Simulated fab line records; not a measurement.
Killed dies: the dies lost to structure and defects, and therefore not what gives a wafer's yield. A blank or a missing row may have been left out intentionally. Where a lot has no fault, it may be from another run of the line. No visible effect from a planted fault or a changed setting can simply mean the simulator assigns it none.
Split-lot experiment || flow n5 finfet || 7 lots, 21 wafers read, on a route of 1938 steps

## SPLIT DETAILS
At N5_BEOL_M1_VIA_ETCH_34 (etches the open film in C4F6/O2, target depth 67.8 nm, time 64.4 s), the setting bias w was moved away from the recipe's 170 W on 6 of the 21 wafers read, by +5.6% to +12.9%. This setting was run at the recipe's value on the other wafers.

The reading is taken at the split's own step.

## THE READING
rf vpp V, in V, at N5_BEOL_M1_VIA_ETCH_34 (etches the open film in C4F6/O2, target depth 67.8 nm, time 64.4 s). Fault-free wafers of this fab line usually give 662 V, standard deviation 16 V.

{"wafer": "L074.1", "tool, chamber at the split": "rie diel-02, 3", "bias w as run, W": 189.1, "against the recipe": "+11.2%", "rf vpp V, V": 711, "against lot-mates on the recipe": "+57"}
{"wafer": "L074.2", "tool, chamber at the split": "rie diel-02, 0", "bias w as run, W": 170, "against the recipe": "recipe", "rf vpp V, V": 654, "against lot-mates on the recipe": "-"}
{"wafer": "L074.4", "tool, chamber at the split": "rie diel-02, 2", "bias w as run, W": 189.1, "against the recipe": "+11.2%", "rf vpp V, V": 694, "against lot-mates on the recipe": "+40"}
{"wafer": "L075.4", "tool, chamber at the split": "rie diel-03, 1", "bias w as run, W": 170, "against the recipe": "recipe", "rf vpp V, V": 660, "against lot-mates on the recipe": "-"}
{"wafer": "L075.5", "tool, chamber at the split": "rie diel-03, 0", "bias w as run, W": 170, "against the recipe": "recipe", "rf vpp V, V": 652, "against lot-mates on the recipe": "-"}
{"wafer": "L075.6", "tool, chamber at the split": "rie diel-03, 3", "bias w as run, W": 170, "against the recipe": "recipe", "rf vpp V, V": 687, "against lot-mates on the recipe": "-"}
{"wafer": "L078.1", "tool, chamber at the split": "rie diel-02, 0", "bias w as run, W": 180.6, "against the recipe": "+6.2%", "rf vpp V, V": 685, "against lot-mates on the recipe": "+45"}
{"wafer": "L078.3", "tool, chamber at the split": "rie diel-02, 2", "bias w as run, W": 180.6, "against the recipe": "+6.2%", "rf vpp V, V": 670, "against lot-mates on the recipe": "+30"}
{"wafer": "L078.6", "tool, chamber at the split": "rie diel-02, 2", "bias w as run, W": 170, "against the recipe": "recipe", "rf vpp V, V": 640, "against lot-mates on the recipe": "-"}
{"wafer": "L081.3", "tool, chamber at the split": "rie diel-03, 1", "bias w as run, W": 170, "against the recipe": "recipe", "rf vpp V, V": 657, "against lot-mates on the recipe": "-"}
{"wafer": "L081.4", "tool, chamber at the split": "rie diel-03, 2", "bias w as run, W": 170, "against the recipe": "recipe", "rf vpp V, V": 658, "against lot-mates on the recipe": "-"}
{"wafer": "L081.5", "tool, chamber at the split": "rie diel-03, 3", "bias w as run, W": 170, "against the recipe": "recipe", "rf vpp V, V": 685, "against lot-mates on the recipe": "-"}
{"wafer": "L089.2", "tool, chamber at the split": "rie diel-01, 2", "bias w as run, W": 170, "against the recipe": "recipe", "rf vpp V, V": 700, "against lot-mates on the recipe": "-"}
{"wafer": "L089.5", "tool, chamber at the split": "rie diel-01, 2", "bias w as run, W": 192, "against the recipe": "+12.9%", "rf vpp V, V": 770, "against lot-mates on the recipe": "+87"}
{"wafer": "L089.6", "tool, chamber at the split": "rie diel-01, 3", "bias w as run, W": 170, "against the recipe": "recipe", "rf vpp V, V": 666, "against lot-mates on the recipe": "-"}
{"wafer": "L090.1", "tool, chamber at the split": "rie diel-03, 0", "bias w as run, W": 170, "against the recipe": "recipe", "rf vpp V, V": 652, "against lot-mates on the recipe": "-"}
{"wafer": "L090.2", "tool, chamber at the split": "rie diel-03, 3", "bias w as run, W": 179.5, "against the recipe": "+5.6%", "rf vpp V, V": 715, "against lot-mates on the recipe": "+60"}
{"wafer": "L090.4", "tool, chamber at the split": "rie diel-03, 2", "bias w as run, W": 170, "against the recipe": "recipe", "rf vpp V, V": 657, "against lot-mates on the recipe": "-"}
{"wafer": "L091.1", "tool, chamber at the split": "rie diel-02, 1", "bias w as run, W": 170, "against the recipe": "recipe", "rf vpp V, V": 665, "against lot-mates on the recipe": "-"}
{"wafer": "L091.3", "tool, chamber at the split": "rie diel-02, 0", "bias w as run, W": 170, "against the recipe": "recipe", "rf vpp V, V": 653, "against lot-mates on the recipe": "-"}
{"wafer": "L091.5", "tool, chamber at the split": "rie diel-02, 2", "bias w as run, W": 170, "against the recipe": "recipe", "rf vpp V, V": 637, "against lot-mates on the recipe": "-"}

THE FIT
A straight line over all 21 wafers: rf vpp V changes by +5.4 V for each +1% of bias w; r = +0.77; the points scatter about the line by 20 V.
The same after taking each lot's own level away (the mean of its wafers on the recipe; 21 wafers): +5.62 V for each +1%; r = +0.87; scatter 14 V.
According to that fit, moving bias w by its largest amount changes the reading by 73 V.
The span of the lots' own levels, 640.0 to 683.0 V, comes to 2.7 times the standard deviation stated above.
So the lot-to-lot level blurs the effect unless lot-mates are compared.
Check: for one of the wafers moved furthest among these (+12.9%), held out of the fit, the line's prediction against its lot-mates is +67.3 V. It came out at +87 V against them.
Tool readings at the split's step, against how far the setting was moved: rf vpp V r = +0.77.

## THE OTHER SPLITS THESE WAFERS WENT THROUGH
Before the reading, these wafers also passed through other splits. Each is held against what the fit with the lots' levels taken away leaves over:
{"other split on the same wafers": "N5_BEOL_M0_SAQP_PECVD_04 time s", "wafers away from the commonest value": 9, "r with rf vpp V (lot level and that fit taken away)": "+0.13"}
{"other split on the same wafers": "N5_BEOL_M0_SAQP_COAT_82 spin rpm", "wafers away from the commonest value": 7, "r with rf vpp V (lot level and that fit taken away)": "+0.12"}
{"other split on the same wafers": "N5_BEOL_M0_SAQP_SPACER1_ALD_98 temp c", "wafers away from the commonest value": 7, "r with rf vpp V (lot level and that fit taken away)": -0.23}
{"other split on the same wafers": "N5_BEOL_M0_SAQP_ETCH_106 target depth a", "wafers away from the commonest value": 6, "r with rf vpp V (lot level and that fit taken away)": "+0.10"}
{"other split on the same wafers": "N5_BEOL_M1_HM_DEP_02 target thk a", "wafers away from the commonest value": 4, "r with rf vpp V (lot level and that fit taken away)": -0.30}

## THE FILE'S OWN FIT
rf vpp V changes by +6.15 V for each +1% of bias w, r = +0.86.
